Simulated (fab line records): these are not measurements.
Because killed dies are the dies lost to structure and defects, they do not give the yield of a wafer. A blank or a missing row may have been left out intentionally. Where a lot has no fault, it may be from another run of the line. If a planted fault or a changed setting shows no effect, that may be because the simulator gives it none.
Lot-split experiment | flow n5-finfet | 21 wafers read across 7 lots, on a route 1938 steps long

== ON THE SPLIT ==
At N5_BEOL_M3_ETCH_70 (etches SOC in N2/H2, target depth 80 nm, overetch 16 nm, time 120 s), the setting source-w was moved away from the recipe's 840 W on 7 of the 21 wafers read, by -12.5% to +15.9%. For the rest of the wafers, this setting stayed at what the recipe calls for.

The split's own step is where the reading is taken.

== THE READING ==
rf-vpp-V, in V, at N5_BEOL_M3_ETCH_70 (etches SOC in N2/H2, target depth 80 nm, overetch 16 nm, time 120 s). On this fab line, fault-free wafers typically give 525.1 V with a standard deviation of 2.2 V.

wafer  | tool, chamber at the split | source-w as run, W | against the recipe | rf-vpp-V, V | against lot-mates on the recipe
L074.1 | rie-diel-02, 3             | 768.7              | -8.5%              | 542.0       | +16.2
L074.3 | rie-diel-02, 1             | 840                | recipe             | 525.4       | -
L074.5 | rie-diel-02, 0             | 840                | recipe             | 526.3       | -
L083.2 | rie-diel-05, 3             | 840                | recipe             | 524.5       | -
L083.4 | rie-diel-05, 2             | 973.8              | +15.9%             | 495.2       | -29.4
L083.5 | rie-diel-05, 1             | 840                | recipe             | 524.7       | -
L087.2 | rie-diel-02, 2             | 840                | recipe             | 522.9       | -
L087.3 | rie-diel-02, 0             | 734.7              | -12.5%             | 549.8       | +26.9
L087.5 | rie-diel-02, 3             | 734.7              | -12.5%             | 552.3       | +29.4
L086.4 | rie-diel-02, 1             | 840                | recipe             | 525.5       | -
L086.5 | rie-diel-02, 1             | 886.8              | +5.6%              | 515.2       | -8.4
L086.6 | rie-diel-02, 2             | 840                | recipe             | 521.8       | -
L091.1 | rie-diel-02, 3             | 965                | +14.9%             | 503.7       | -17.0
L091.3 | rie-diel-02, 0             | 965                | +14.9%             | 503.4       | -17.3
L091.4 | rie-diel-02, 2             | 840                | recipe             | 520.7       | -
L093.2 | rie-diel-02, 3             | 840                | recipe             | 526.9       | -
L093.5 | rie-diel-02, 3             | 840                | recipe             | 528.4       | -
L093.6 | rie-diel-02, 2             | 840                | recipe             | 521.6       | -
L097.1 | rie-diel-02, 0             | 840                | recipe             | 526.4       | -
L097.2 | rie-diel-02, 3             | 840                | recipe             | 526.6       | -
L097.6 | rie-diel-02, 1             | 840                | recipe             | 524.9       | -

FIT RESULTS
A straight line over all 21 wafers: rf-vpp-V changes by -1.78 V for each +1% of source-w; r = -0.98; the points scatter about the line by 2.8 V.
The same after taking each lot's own level away (the mean of its wafers on the recipe; 21 wafers): -1.7 V for each +1%; r = -0.97; scatter 3.5 V.
According to that fit, moving source-w by its largest amount changes the reading by 27 V.
Across the lots, their own levels run from 520.70 to 525.97 V, a range of 2.4 times the standard deviation given above.
The two slopes agree, so the slope changes little with the lot-to-lot level.
Check: with one of the wafers moved furthest among these (+15.9%) left out of the fit, the line predicts -24.4 V for it against its lot-mates. Against them it came out at -29.4 V.
Tool readings at the split's step, against how far the setting was moved: rf-vpp-V r = -0.98.

== OTHER SPLITS APPLIED TO THESE WAFERS ==
These wafers also went through other splits before the reading. Each is held against what the fit with the lots' levels taken away leaves over:
other split on the same wafers | wafers away from the commonest value | r with rf-vpp-V (lot level and that fit taken away)
N5_BEOL_M1_COAT_61 spin-rpm    | 6                                    | +0.17
N5_BEOL_M2_COAT_22 spin-rpm    | 6                                    | +0.05
N5_BEOL_M2_ALD_98 ald-cycles   | 6                                    | -0.15
N5_BEOL_M3_EXPOSE_25 dose-mj   | 7                                    | +0.39

== THE FILE'S OWN FIT ==
rf-vpp-V changes by -1.72 V for each +1% of source-w, r = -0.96.
